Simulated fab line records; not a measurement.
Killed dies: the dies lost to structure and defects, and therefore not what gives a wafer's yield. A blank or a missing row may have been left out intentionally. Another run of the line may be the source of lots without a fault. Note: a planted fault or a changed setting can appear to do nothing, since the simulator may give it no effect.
fab line records	flow nand-harc
[record] lots = 24	wafers = 72	last-day = 34
route steps=1302 shown A_DECK1_JOINT@530 A_ONON_D2@546 A_CHANNEL_HOLE_D2@597 A_CHANNEL_FILL_D2@633
lots with no fault: from the same line, run without faults
start-h: hours from the record's first day to the start of the lot's first wafer shown	wait-h: hours elapsed since this lot's preceding step	" identical to the entry in the row above	L1.1+2: a row that stands for several wafers	- no value present, or no start provided	* or withheld: withheld	< > ~ a bound
route shown NAME@n: NAME is a module with steps in the file, n the number in the route of the first one	usual: mean and standard deviation over wafers with no fault	same: alike in all rows	chamber/n: place in a boat	sites: per-site readings	_std_site: the values' standard deviation	_edge_site: the outer-site mean with the inner-site mean subtracted	radius-mm: how far each site lies from the wafer's centre	mask NAME#n: copy n	behind: the last tool/chamber to shape the wafer	hold: the reason the lot was held/the length of the hold in hours/how it ended	device: the transistor (n, p or np) that didn't switch	end of line: the same wafers' tests at the end of the route	step lacking rows: just its recipe	killed: dies lost to structure and defects at the first sort, not the wafer's yield	map: shows each die of a wafer: x if killed, . if not, _ if none is there
set.NAME: setting as actually run; set.NAME@STEP: the setting as run at that earlier step	model.NAME: the simulator's own value behind a step, which no gauge read
a sample of lots followed through the steps of the route, with each step as a table and each wafer as a row
services: the hour from which a tool's chamber was out of use, counted from the record's first day as start-h (under 0 if before that day), plus the number of hours and why
[[steps]]
[step NHARC_A_DECK1_JOINT_ETCHBACK_00]
[recipe] target-depth-a = 300	time-s = 17.4	hbr-flow-sccm = 150	rf-w = 350	icp-w = 350	bias-w = 60	chemistry = HBr
[usual] drypump-motor-current-A = 5.5/0.45	oes-product-au = 1.005/0.013	rf-fwd-power-W = 343.7/2	throttle-valve-pct = 23.265/0.0085
lot.wafer	tool	chamber	start-h	wait-h	drypump-motor-current-A	oes-product-au	rf-fwd-power-W	rf-hours-counter-h	throttle-valve-pct
L074.3	rie-si-02	2	252.87	0.1	5.5	0.991	345.3	0.9	23.279
L074.1	"	1	"	"	6.0	1.007	341.9	0.8	23.269
L074.6	"	2	"	"	5.5	1.004	343.0	-	23.285
L075.1	rie-si-05	3	252.87	0.1	5.0	1.006	341.2	0.9	23.269
L075.2	"	2	"	"	5.9	1.003	346.5	0.9	23.263
L075.5	"	3	"	"	5.0	1.000	343.3	-	23.261
L076.3	rie-si-02	1	263.90	0.1	6.0	1.015	339.5	0.9	23.257
L076.1	"	2	"	"	5.5	0.998	344.8	1.0	23.259
L076.5	"	1	"	"	6.0	1.009	343.2	-	23.271
L078.3	rie-si-05	2	281.29	0.1	6.0	0.991	346.4	1.0	23.266
L078.2	"	3	"	"	5.0	1.009	340.0	1.1	23.271
L078.5	"	2	"	"	5.9	0.986	345.4	-	23.264
L077.2	rie-si-05	0	284.92	0.1	5.6	0.998	342.7	0.9	23.245
L077.3	"	1	"	"	5.7	0.995	344.8	0.9	23.255
L077.5	"	3	"	"	5.0	1.020	341.3	-	23.263
L079.3	rie-si-05	1	296.41	0.1	5.7	0.989	345.2	1.0	23.262
L079.5	"	1	"	"	5.7	1.003	344.6	-	23.277
L079.6	"	2	"	"	6.0	1.005	346.6	-	23.281
L080.1	rie-si-02	0	316.36	0.1	5.1	1.020	346.3	0.3	23.262
L080.4	"	3	"	"	5.2	1.014	341.7	-	23.272
L080.6	"	1	"	"	6.0	1.006	341.6	-	23.285
L081.1	rie-si-06	3	316.37	0.1	5.0	0.984	346.6	0.4	23.262
L081.2	"	0	"	"	5.1	0.985	345.1	0.4	23.260
L081.5	"	1	"	"	5.4	1.018	339.4	-	23.265
L082.2	rie-si-02	2	331.80	0.1	5.5	1.013	344.5	0.2	23.266
L082.3	"	3	"	"	5.2	1.003	342.7	0.3	23.266
L082.5	"	2	"	"	5.5	1.008	344.2	-	23.263
L083.2	rie-si-02	0	343.29	0.1	5.1	1.024	341.9	0.4	23.270
L083.4	"	1	"	"	6.0	1.022	342.8	0.4	23.265
L083.1	"	2	"	"	5.5	1.022	346.6	0.3	23.262
L084.2	rie-si-02	2	357.76	0.1	5.5	1.010	344.9	0.4	23.265
L084.5	"	3	"	"	5.2	1.018	342.8	-	23.252
L084.6	"	0	"	"	5.1	1.020	345.4	-	23.250
L085.3	rie-si-05	2	368.14	0.1	6.0	0.993	344.4	0.4	23.266
L085.4	"	3	"	"	5.0	0.998	341.5	0.4	23.261
L085.5	"	1	"	"	5.7	0.988	345.7	-	23.258
L086.3	rie-si-06	1	368.16	0.1	5.4	1.019	342.9	0.7	23.263
L086.6	"	2	"	"	6.5	0.999	342.0	-	23.261
L086.5	"	3	"	"	5.0	0.986	344.1	-	23.261
L088.4	rie-si-06	3	400.93	0.1	5.0	0.995	345.9	0.8	23.268
L088.6	"	3	"	"	5.0	0.993	346.3	-	23.269
L088.5	"	0	"	"	5.1	0.977	344.0	-	23.271
L090.3	rie-si-06	0	407.52	0.1	5.1	1.001	345.8	0.8	23.263
L090.6	"	2	"	"	6.5	1.003	341.5	-	23.272
L090.5	"	3	"	"	5.0	0.997	345.0	-	23.278
L087.3	rie-si-02	0	407.54	0.1	5.1	1.007	345.0	1.0	23.261
L087.1	"	1	"	"	6.0	1.021	343.2	0.8	23.278
L087.6	"	3	"	"	5.2	1.015	342.9	-	23.269
L089.4	rie-si-05	1	411.12	0.1	5.7	0.988	345.4	0.6	23.267
L089.2	"	3	"	"	5.0	1.009	340.5	0.8	23.258
L089.5	"	1	"	"	5.7	0.985	346.1	-	23.263
L092.3	rie-si-06	2	423.65	0.1	6.5	0.998	341.2	1.1	23.268
L092.4	"	3	"	"	5.0	0.993	343.2	1.0	23.270
L092.1	"	0	"	"	5.1	0.975	346.1	0.9	23.265
L091.1	rie-si-02	0	423.66	0.1	5.1	1.018	345.3	1.1	23.266
L091.2	"	1	"	"	6.0	1.011	340.8	0.9	23.255
L091.5	"	3	"	"	5.1	1.002	343.6	-	23.247
L094.3	rie-si-02	3	447.54	0.1	5.2	1.001	342.4	1.0	23.271
L094.4	"	0	"	"	5.1	1.013	344.7	1.2	23.273
L094.2	"	1	"	"	6.0	1.010	339.4	1.0	23.268
L093.1	rie-si-06	1	447.56	0.1	5.4	1.021	340.2	0.1	23.263
L093.2	"	2	"	"	6.5	1.011	342.3	0.1	23.276
L093.6	"	3	"	"	5.0	1.013	345.2	-	23.277
L095.1	rie-si-06	2	466.90	0.1	6.5	1.017	342.5	0.2	23.269
L095.2	"	0	"	"	5.1	1.018	347.9	0.2	23.262
L095.5	"	2	"	"	6.5	1.015	343.1	-	23.275
L096.1	rie-si-02	2	473.76	0.1	5.4	0.992	345.5	0.1	23.272
L096.4	"	0	"	"	5.1	1.024	344.3	0.0	23.276
L096.6	"	1	"	"	6.0	1.001	341.2	-	23.277
L097.1	rie-si-02	3	478.06	0.1	5.2	1.010	344.1	0.1	23.261
L097.3	"	0	"	"	5.1	1.017	345.9	0.1	23.265
L097.5	"	2	"	"	5.5	1.002	343.0	-	23.270
[step NHARC_A_ONON_D2_THK_MEAS_02]
[recipe] thk-meas-gauge = ellipsometry
[usual] thk-nm = 1000/9.3
lot.wafer	tool	chamber	start-h	wait-h	thk-nm
L075.1	film-metro-01	-	274.43	-	986
L075.2	"	-	"	"	988
L075.5	"	-	"	"	989
L074.1	film-metro-01	-	274.54	-	998
L074.3	"	-	"	"	996
L074.6	"	-	"	"	997
L076.1	film-metro-01	-	290.98	-	994
L076.3	"	-	"	"	994
L076.5	"	-	"	"	995
L077.2	film-metro-02	-	310.14	-	987
L077.3	"	-	"	"	986
L077.5	"	-	"	"	987
L078.2	film-metro-01	-	310.16	-	998
L078.3	"	-	"	"	998
L078.5	"	-	"	"	998
L079.3	film-metro-01	-	330.39	-	1023
L079.5	"	-	"	"	1018
L079.6	"	-	"	"	1020
L080.1	film-metro-01	-	343.15	-	995
L080.4	"	-	"	"	996
L080.6	"	-	"	"	994
L081.1	film-metro-02	-	343.17	-	996
L081.2	"	-	"	"	996
L081.5	"	-	"	"	997
L082.2	film-metro-01	-	355.45	-	998
L082.3	"	-	"	"	998
L082.5	"	-	"	"	1000
L083.1	film-metro-02	-	365.83	-	981
L083.2	"	-	"	"	981
L083.4	"	-	"	"	979
L084.2	film-metro-01	-	381.09	-	1008
L084.5	"	-	"	"	1006
L084.6	"	-	"	"	1006
L086.3	film-metro-02	-	398.42	-	1015
L086.5	"	-	"	"	1015
L086.6	"	-	"	"	1015
L085.3	film-metro-01	-	398.44	-	989
L085.4	"	-	"	"	988
L085.5	"	-	"	"	991
L088.4	film-metro-02	-	424.56	-	1005
L088.5	"	-	"	"	1006
L088.6	"	-	"	"	1005
L087.1	film-metro-02	-	432.84	-	999
L087.3	"	-	"	"	1001
L087.6	"	-	"	"	1000
L089.2	film-metro-01	-	432.86	-	1001
L089.4	"	-	"	"	998
L089.5	"	-	"	"	1002
L090.3	film-metro-02	-	433.02	-	1010
L090.5	"	-	"	"	1010
L090.6	"	-	"	"	1010
L091.1	film-metro-02	-	445.74	-	991
L091.2	"	-	"	"	989
L091.5	"	-	"	"	990
L092.1	film-metro-02	-	445.83	-	1006
L092.3	"	-	"	"	1005
L092.4	"	-	"	"	1007
L094.2	film-metro-01	-	475.82	-	1001
L094.3	"	-	"	"	999
L094.4	"	-	"	"	1000
L093.1	film-metro-02	-	475.83	-	1012
L093.2	"	-	"	"	1012
L093.6	"	-	"	"	1012
L095.1	film-metro-01	-	495.29	-	1010
L095.2	"	-	"	"	1009
L095.5	"	-	"	"	1010
L096.1	film-metro-02	-	495.29	-	1003
L096.4	"	-	"	"	1002
L096.6	"	-	"	"	1003
L097.1	film-metro-01	-	502.95	-	995
L097.3	"	-	"	"	998
L097.5	"	-	"	"	997
[step NHARC_A_ONON_D2_THK_MEAS_14]
[recipe] thk-meas-gauge = ellipsometry
[usual] thk-nm = 999/11
lot.wafer	tool	chamber	start-h	wait-h	thk-nm
L075.1	film-metro-01	-	276.69	-	1010
L075.2	"	-	"	"	1007
L075.5	"	-	"	"	1009
L074.1	film-metro-02	-	276.81	-	995
L074.3	"	-	"	"	995
L074.6	"	-	"	"	995
L076.1	film-metro-01	-	293.25	-	992
L076.3	"	-	"	"	991
L076.5	"	-	"	"	993
L077.2	film-metro-02	-	312.41	-	1013
L077.3	"	-	"	"	1013
L077.5	"	-	"	"	1013
L078.2	film-metro-01	-	312.43	-	1000
L078.3	"	-	"	"	1003
L078.5	"	-	"	"	1000
L079.3	film-metro-02	-	332.64	-	1005
L079.5	"	-	"	"	1005
L079.6	"	-	"	"	1006
L080.1	film-metro-01	-	345.41	-	1017
L080.4	"	-	"	"	1018
L080.6	"	-	"	"	1016
L081.1	film-metro-02	-	345.44	-	988
L081.2	"	-	"	"	986
L081.5	"	-	"	"	988
L082.2	film-metro-02	-	357.71	-	996
L082.3	"	-	"	"	995
L082.5	"	-	"	"	993
L083.1	film-metro-02	-	368.12	-	1013
L083.2	"	-	"	"	1015
L083.4	"	-	"	"	1011
L084.2	film-metro-01	-	383.36	-	1001
L084.5	"	-	"	"	1003
L084.6	"	-	"	"	1002
L086.3	film-metro-02	-	400.69	-	996
L086.5	"	-	"	"	995
L086.6	"	-	"	"	995
L085.3	film-metro-01	-	400.73	-	1008
L085.4	"	-	"	"	1008
L085.5	"	-	"	"	1009
L088.4	film-metro-02	-	426.83	-	997
L088.5	"	-	"	"	997
L088.6	"	-	"	"	997
L087.1	film-metro-02	-	435.10	-	994
L087.3	"	-	"	"	993
L087.6	"	-	"	"	991
L089.2	film-metro-01	-	435.12	-	1001
L089.4	"	-	"	"	1001
L089.5	"	-	"	"	1003
L090.3	film-metro-02	-	435.29	-	1002
L090.5	"	-	"	"	1000
L090.6	"	-	"	"	1002
L091.1	film-metro-01	-	448.00	-	1011
L091.2	"	-	"	"	1010
L091.5	"	-	"	"	1009
L092.1	film-metro-02	-	448.10	-	980
L092.3	"	-	"	"	980
L092.4	"	-	"	"	981
L094.2	film-metro-02	-	478.08	-	994
L094.3	"	-	"	"	994
L094.4	"	-	"	"	995
L093.1	film-metro-01	-	478.12	-	989
L093.2	"	-	"	"	990
L093.6	"	-	"	"	989
L095.1	film-metro-01	-	497.56	-	1014
L095.2	"	-	"	"	1013
L095.5	"	-	"	"	1015
L096.1	film-metro-02	-	497.68	-	970
L096.4	"	-	"	"	969
L096.6	"	-	"	"	971
L097.1	film-metro-01	-	505.21	-	994
L097.3	"	-	"	"	995
L097.5	"	-	"	"	995
[step NHARC_A_CHANNEL_HOLE_D2_ETCH_25]
[recipe] bias-v = 5000	source-w = withheld	pressure-mtorr = 20	time-s = 1040.2	ar-flow-sccm = 375	c4f8-flow-sccm = 93.8	o2-flow-sccm = 31.2	temp-c = -20	target-depth-a = 15000	chemistry = C4F8/O2/Ar
[usual] drypump-motor-current-A = 5.99/0.1	showerhead-plenum-p-Torr = 3.71/0.1	throttle-valve-pct = 32.236/0.0092
lot.wafer	tool	chamber	start-h	wait-h	drypump-motor-current-A	rf-hours-counter-h	showerhead-plenum-p-Torr	throttle-valve-pct
L075.2	har-etch-01	1	297.47	0.6	5.85	145	3.70	32.251
L075.1	"	0	"	"	5.95	145	3.70	32.239
L075.5	"	1	"	"	5.83	-	3.70	32.251
L074.1	har-etch-01	1	301.76	0.6	5.85	148	3.69	32.239
L074.3	"	1	"	"	5.86	-	3.69	32.223
L074.6	"	0	"	"	6.00	-	3.69	32.232
L076.1	har-etch-02	0	311.24	0.7	6.10	369	3.72	32.213
L076.3	"	1	"	"	6.05	-	3.39	32.244
L076.5	"	1	"	"	6.05	-	3.39	32.234
L077.2	har-etch-01	1	330.44	0.6	5.84	160	3.69	32.220
L077.3	"	0	"	"	5.99	-	3.69	32.220
L077.5	"	0	"	"	5.98	-	3.69	32.241
L078.2	har-etch-02	0	333.80	1.3	6.12	-	3.72	32.254
L078.3	"	0	"	"	6.15	-	3.72	32.237
L078.5	"	0	"	"	6.09	-	3.72	32.253
L079.3	har-etch-01	0	351.71	0.7	5.93	-	3.68	32.227
L079.6	"	1	"	"	5.84	-	3.68	32.231
L079.5	"	0	"	"	5.94	-	3.68	32.246
L080.1	har-etch-01	1	364.03	0.7	5.82	190	3.67	32.251
L080.4	"	0	"	"	5.96	-	3.67	32.220
L080.6	"	1	"	"	5.81	-	3.67	32.239
L081.1	har-etch-02	1	364.93	0.6	6.06	396	3.91	32.229
L081.2	"	0	"	"	6.08	404	3.70	32.234
L081.5	"	1	"	"	6.06	-	3.91	32.236
L082.2	har-etch-01	0	375.30	0.6	5.97	194	3.67	32.232
L082.3	"	0	"	"	5.98	-	3.67	32.231
L082.5	"	0	"	"	5.93	-	3.67	32.234
L083.2	har-etch-02	1	397.06	0.6	6.03	3	3.91	32.235
L083.1	"	0	"	"	6.12	3	3.70	32.238
L083.4	"	0	"	"	6.13	-	3.70	32.248
L084.2	har-etch-01	0	405.30	0.7	5.95	213	3.66	32.249
L084.6	"	1	"	"	5.84	-	3.66	32.231
L084.5	"	0	"	"	5.97	-	3.66	32.231
L085.4	har-etch-01	1	418.51	0.7	5.83	-	3.65	32.230
L085.3	"	0	"	"	5.95	-	3.65	32.244
L085.5	"	0	"	"	5.96	-	3.65	32.238
L086.3	har-etch-02	1	420.34	0.7	6.06	-	3.90	32.228
L086.5	"	0	"	"	6.13	-	3.69	32.246
L086.6	"	1	"	"	6.03	-	3.90	32.231
L088.4	har-etch-02	0	448.41	0.7	6.07	-	3.68	32.229
L088.5	"	0	"	"	6.09	-	3.68	32.237
L088.6	"	1	"	"	6.07	-	3.89	32.225
L087.1	har-etch-01	1	452.71	0.6	5.80	240	3.64	32.249
L087.3	"	1	"	"	5.84	-	3.64	32.229
L087.6	"	1	"	"	5.84	-	3.64	32.241
L090.3	har-etch-02	0	453.82	0.7	6.14	-	3.68	32.235
L090.6	"	1	"	"	6.07	-	3.89	32.222
L090.5	"	0	"	"	6.14	-	3.68	32.228
L089.2	har-etch-01	0	457.04	0.7	5.97	244	3.64	32.248
L089.4	"	0	"	"	5.94	-	3.64	32.247
L089.5	"	0	"	"	5.93	-	3.64	32.219
L091.2	har-etch-02	1	465.22	0.6	6.05	41	3.89	32.229
L091.1	"	0	"	"	6.06	41	3.68	32.235
L091.5	"	0	"	"	6.10	-	3.68	32.239
L092.1	har-etch-02	0	469.37	0.6	6.17	45	3.68	32.239
L092.4	"	0	"	"	6.14	-	3.68	32.227
L092.3	"	1	"	"	6.08	-	3.88	32.245
L094.2	har-etch-02	0	496.72	0.7	6.08	60	3.67	32.237
L094.4	"	1	"	"	6.03	-	3.88	32.222
L094.3	"	0	"	"	6.08	-	3.67	32.248
L093.2	har-etch-01	1	496.97	0.6	5.85	270	3.63	32.236
L093.1	"	0	"	"	5.98	270	3.63	32.228
L093.6	"	1	"	"	5.84	-	3.63	32.235
L095.1	har-etch-02	0	515.05	0.6	6.15	72	3.66	32.240
L095.2	"	1	"	"	6.06	72	3.87	32.214
L095.5	"	1	"	"	6.04	-	3.87	32.234
L096.1	har-etch-01	0	515.38	0.6	5.96	282	3.62	32.217
L096.4	"	1	"	"	5.85	-	3.62	32.231
L096.6	"	1	"	"	5.78	-	3.62	32.245
L097.1	har-etch-01	1	526.02	0.7	5.89	286	3.62	32.235
L097.3	"	0	"	"	6.00	-	3.62	32.250
L097.5	"	1	"	"	5.87	-	3.62	32.225
[step NHARC_A_CHANNEL_HOLE_D2_ETCH_27]
[recipe] bias-v = 400	source-w = 2000	pressure-mtorr = 25	time-s = 90	ar-flow-sccm = 375	c4f8-flow-sccm = 41.7	o2-flow-sccm = 83.3	temp-c = -20	target-depth-a = 4000	chemistry = C4F8/O2/Ar
[usual] drypump-motor-current-A = 5.99/0.1	rf-fwd-power-W = 1989/6	showerhead-plenum-p-Torr = 3.75/0.11	throttle-valve-pct = 27.619/0.0098
lot.wafer	tool	chamber	start-h	wait-h	drypump-motor-current-A	rf-fwd-power-W	rf-hours-counter-h	showerhead-plenum-p-Torr	throttle-valve-pct
L075.2	har-etch-01	1	298.55	0.2	5.87	1998	145	3.74	27.610
L075.1	"	0	"	"	5.97	1996	145	3.74	27.619
L075.5	"	1	"	"	5.83	1998	-	3.74	27.600
L074.1	har-etch-01	1	302.72	0.2	5.88	1984	149	3.74	27.639
L074.3	"	1	"	"	5.88	1989	-	3.74	27.615
L074.6	"	0	"	"	5.95	1989	-	3.74	27.619
L076.1	har-etch-02	0	312.21	0.2	6.10	1991	370	3.77	27.622
L076.3	"	1	"	"	6.05	1991	-	3.42	27.612
L076.5	"	1	"	"	6.06	1993	-	3.42	27.614
L077.2	har-etch-01	1	331.53	0.2	5.86	1989	161	3.73	27.606
L077.3	"	0	"	"	5.98	1984	-	3.73	27.631
L077.5	"	0	"	"	5.97	1989	-	3.73	27.615
L078.2	har-etch-02	0	335.74	0.3	6.12	1983	-	3.76	27.616
L078.3	"	0	"	"	6.12	1987	-	3.76	27.601
L078.5	"	0	"	"	6.13	1985	-	3.76	27.617
L079.3	har-etch-01	0	352.44	0.2	5.97	1994	-	3.72	27.627
L079.6	"	1	"	"	5.84	1985	-	3.72	27.607
L079.5	"	0	"	"	5.96	1988	-	3.72	27.614
L080.1	har-etch-01	1	364.99	0.2	5.85	1979	191	3.71	27.604
L080.4	"	0	"	"	5.97	1996	-	3.71	27.618
L080.6	"	1	"	"	5.83	1985	-	3.71	27.622
L081.1	har-etch-02	1	366.02	0.2	6.04	1986	397	3.97	27.610
L081.2	"	0	"	"	6.15	1983	405	3.75	27.620
L081.5	"	1	"	"	6.04	1992	-	3.96	27.626
L082.2	har-etch-01	0	376.39	0.2	5.98	1996	195	3.71	27.620
L082.3	"	0	"	"	6.01	1998	-	3.71	27.634
L082.5	"	0	"	"	5.95	1999	-	3.71	27.633
L083.2	har-etch-02	1	398.14	0.2	6.05	1982	4	3.96	27.623
L083.1	"	0	"	"	6.13	1985	4	3.74	27.620
L083.4	"	0	"	"	6.10	1989	-	3.74	27.623
L084.2	har-etch-01	0	406.25	0.2	5.98	1982	214	3.70	27.616
L084.6	"	1	"	"	5.89	1981	-	3.70	27.611
L084.5	"	0	"	"	5.97	1977	-	3.70	27.620
L085.4	har-etch-01	1	419.36	0.2	5.87	1991	-	3.70	27.618
L085.3	"	0	"	"	5.98	2002	-	3.70	27.619
L085.5	"	0	"	"	5.96	1993	-	3.70	27.619
L086.3	har-etch-02	1	421.07	0.2	6.05	1997	-	3.95	27.622
L086.5	"	0	"	"	6.11	1990	-	3.73	27.610
L086.6	"	1	"	"	6.05	1994	-	3.95	27.627
L088.4	har-etch-02	0	449.24	0.2	6.10	1980	-	3.73	27.610
L088.5	"	0	"	"	6.09	1989	-	3.73	27.612
L088.6	"	1	"	"	6.06	1993	-	3.94	27.637
L087.1	har-etch-01	1	453.78	0.2	5.83	1985	241	3.69	27.635
L087.3	"	1	"	"	5.88	1997	-	3.69	27.614
L087.6	"	1	"	"	5.88	2000	-	3.69	27.622
L090.3	har-etch-02	0	454.56	0.2	6.12	1992	-	3.73	27.617
L090.6	"	1	"	"	6.06	1994	-	3.94	27.623
L090.5	"	0	"	"	6.11	1985	-	3.73	27.609
L089.2	har-etch-01	0	458.00	0.2	5.94	2003	245	3.68	27.631
L089.4	"	0	"	"	5.97	1992	-	3.68	27.612
L089.5	"	0	"	"	5.96	1992	-	3.69	27.630
L091.2	har-etch-02	1	466.30	0.2	6.08	1991	42	3.94	27.630
L091.1	"	0	"	"	6.12	1990	42	3.72	27.628
L091.5	"	0	"	"	6.14	1992	-	3.72	27.641
L092.1	har-etch-02	0	470.44	0.2	6.08	1994	46	3.72	27.606
L092.4	"	0	"	"	6.08	1987	-	3.72	27.620
L092.3	"	1	"	"	6.05	1995	-	3.94	27.634
L094.2	har-etch-02	0	497.68	0.2	6.14	1991	61	3.71	27.631
L094.4	"	1	"	"	6.05	2004	-	3.93	27.594
L094.3	"	0	"	"	6.12	1990	-	3.71	27.625
L093.2	har-etch-01	1	498.05	0.2	5.87	1987	271	3.67	27.608
L093.1	"	0	"	"	5.99	2006	271	3.67	27.626
L093.6	"	1	"	"	5.86	1976	-	3.67	27.615
L095.1	har-etch-02	0	516.13	0.2	6.15	1993	73	3.70	27.610
L095.2	"	1	"	"	6.05	1988	73	3.92	27.632
L095.5	"	1	"	"	6.06	1984	-	3.92	27.624
L096.1	har-etch-01	0	516.45	0.2	5.99	1984	283	3.66	27.615
L096.4	"	1	"	"	5.88	1984	-	3.66	27.624
L096.6	"	1	"	"	5.86	1986	-	3.66	27.625
L097.1	har-etch-01	1	526.97	0.2	5.87	1982	287	3.66	27.615
L097.3	"	0	"	"	5.97	1992	-	3.66	27.613
L097.5	"	1	"	"	5.85	1985	-	3.66	27.630
[step NHARC_A_CHANNEL_FILL_D2_CMP_10]
[recipe] target-thk-nm = 150
[usual] motor-current-A = 11.8/1.1	time-to-endpoint-s = 15.7/2.6
lot.wafer	tool	chamber	start-h	wait-h	motor-current-A	time-to-endpoint-s
L074.1	cmp-04	0	352.03	0.4	13.2	19.7
L074.3	"	2	"	"	12.8	20.5
L074.6	"	0	"	"	13.1	19.7
L075.2	cmp-01	3	352.03	0.4	11.0	12.6
L075.1	"	1	"	"	10.8	12.5
L075.5	"	0	"	"	11.5	9.4
L076.3	cmp-04	0	363.19	0.4	13.0	19.4
L076.1	"	1	"	"	11.7	13.7
L076.5	"	1	"	"	12.8	15.3
L077.2	cmp-04	3	381.37	0.4	11.2	17.7
L077.3	"	0	"	"	12.8	21.1
L077.5	"	3	"	"	10.8	16.4
L078.3	cmp-04	1	388.96	0.4	12.3	15.0
L078.2	"	3	"	"	11.0	17.4
L078.5	"	0	"	"	13.2	19.9
L079.3	cmp-04	0	402.49	0.4	13.9	17.5
L079.5	"	0	"	"	12.9	16.2
L079.6	"	1	"	"	11.7	10.4
L080.4	cmp-01	0	415.22	0.4	12.0	11.2
L080.1	"	3	"	"	10.7	16.4
L080.6	"	1	"	"	10.8	17.2
L081.2	cmp-03	0	415.27	0.4	12.5	15.2
L081.1	"	1	"	"	11.7	15.5
L081.5	"	2	"	"	10.5	18.9
L082.3	cmp-04	3	427.67	0.4	11.4	18.7
L082.2	"	0	"	"	13.1	17.7
L082.5	"	1	"	"	12.3	13.5
L083.2	cmp-03	2	448.03	0.4	11.7	16.6
L083.1	"	3	"	"	13.4	15.5
L083.4	"	0	"	"	12.9	17.0
L084.2	cmp-01	1	456.43	0.4	11.0	16.5
L084.5	"	1	"	"	10.9	17.3
L084.6	"	2	"	"	9.3	15.2
L085.3	cmp-03	0	468.61	0.4	12.9	12.1
L085.4	"	1	"	"	11.5	10.0
L085.5	"	0	"	"	12.5	10.9
L086.3	cmp-01	0	468.64	0.4	11.7	11.5
L086.6	"	2	"	"	10.0	15.4
L086.5	"	3	"	"	10.9	13.4
L090.3	cmp-04	2	504.52	0.4	12.7	17.6
L090.6	"	2	"	"	12.6	20.7
L090.5	"	3	"	"	11.3	17.0
L088.4	cmp-01	3	504.53	0.4	11.3	16.2
L088.5	"	2	"	"	9.4	18.0
L088.6	"	3	"	"	11.2	15.5
L087.1	cmp-03	2	504.56	0.4	11.1	16.2
L087.3	"	3	"	"	13.4	14.4
L087.6	"	2	"	"	11.4	16.4
L089.2	cmp-01	3	508.05	0.4	11.1	14.8
L089.4	"	1	"	"	10.9	18.3
L089.5	"	3	"	"	11.4	17.0
L091.2	cmp-04	1	519.69	0.4	11.8	13.4
L091.1	"	3	"	"	11.0	15.7
L091.5	"	1	"	"	11.9	12.9
L092.4	cmp-03	1	519.72	0.4	11.8	15.8
L092.1	"	2	"	"	11.6	18.8
L092.3	"	3	"	"	13.3	15.7
L094.4	cmp-03	2	547.32	0.4	11.4	18.2
L094.2	"	0	"	"	12.9	16.0
L094.3	"	1	"	"	11.9	15.4
L093.1	cmp-01	1	547.33	0.4	11.4	17.7
L093.2	"	3	"	"	11.1	17.7
L093.6	"	1	"	"	11.0	18.5
L096.1	cmp-03	2	566.09	0.4	11.7	14.7
L096.4	"	0	"	"	12.8	15.3
L096.6	"	3	"	"	13.5	13.6
L095.2	cmp-04	0	566.14	0.4	13.5	19.4
L095.1	"	1	"	"	12.3	15.2
L095.5	"	3	"	"	11.1	18.2
L097.3	cmp-01	0	577.03	0.4	11.4	10.3
L097.1	"	1	"	"	10.7	17.3
L097.5	"	2	"	"	9.9	15.2
[[services]]
tool	chamber	start-h	hours	kind
cmp-01	-	231.66	2.8	repair
cmp-01	-	237.40	0.9	repair
rie-si-02	0	258.79	1.1	repair
rie-si-02	-	277.00	9.0	pm
cmp-01	-	282.57	1.7	repair
cmp-01	-	284.29	4.0	pm
cmp-01	-	294.95	2.8	repair
cmp-04	-	301.83	27.8	repair
rie-si-02	2	313.32	5.1	repair
cmp-04	-	329.65	4.0	pm
cmp-01	-	360.71	4.5	repair
rie-si-02	1	363.78	11.9	repair
rie-si-02	3	369.44	7.7	repair
cmp-01	-	374.65	2.3	repair
har-etch-02	-	377.15	17.0	pm
cmp-01	-	382.29	4.0	pm
cmp-01	-	388.88	2.0	repair
rie-si-02	-	396.74	0.4	repair
cmp-04	-	415.46	0.8	repair
cmp-04	-	427.77	4.0	pm
rie-si-02	-	454.00	9.0	pm
cmp-04	-	516.86	2.2	repair
cmp-04	-	525.77	4.0	pm
cmp-04	-	543.09	6.2	repair
[[key]]
fault none
